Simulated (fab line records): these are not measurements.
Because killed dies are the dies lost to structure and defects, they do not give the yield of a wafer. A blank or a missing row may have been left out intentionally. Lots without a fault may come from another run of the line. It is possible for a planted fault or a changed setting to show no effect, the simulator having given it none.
Chamber matching | flow n5 finfet | 4 sister chambers for N5_FIN_CUT_CUT_ETCH_26 on rie diel-02
The step etches SiNx in CH3F/O2, target depth 39 nm, time 55.7 s. 4 wafers are shown with their chamber, then 10 later ones without.

== WAFERS, EACH WITH ITS CHAMBER ==
wafer  | chamber | drypump motor current A (A)
L085.2 | 1       | 6.2
L086.3 | 3       | 6.6
L087.2 | 2       | 6.1
L087.3 | 0       | 5.1

== WAFERS WITHOUT THEIR CHAMBER ==
wafer  | drypump motor current A (A)
L087.5 | 6.1
L092.1 | 6.2
L092.2 | 6.6
L092.4 | 6.1
L095.1 | 6.2
L095.2 | 6.1
L095.4 | 6.7
L097.1 | 6.2
L097.2 | 5.1
L097.6 | 6.6

== CHAMBER TAKEN BY EACH ==
wafer  | from the rows above | in truth
L087.5 | 2                   | 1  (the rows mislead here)
L092.1 | 1                   | 1
L092.2 | 3                   | 3
L092.4 | 2                   | 2
L095.1 | 1                   | 1
L095.2 | 2                   | 2
L095.4 | 3                   | 3
L097.1 | 1                   | 1
L097.2 | 0                   | 0
L097.6 | 3                   | 3
Correct placement for 9 of the 10. Number that these rows cannot place: 0. Number placed wrongly: 1.
How it was worked out, from the rows above alone: a wafer's distance from a chamber is the root of the sum, over the readings, of the square of ((its reading less the chamber's mean) divided by the reading's scatter). The wafer belongs to the nearest chamber; if the next one is less than 2 further off, it can't be placed. A chamber's mean is the mean of its shown wafers. The scatter: root of mean squared gap, hidden wafer to nearest shown wafer, with one shown wafer a chamber.
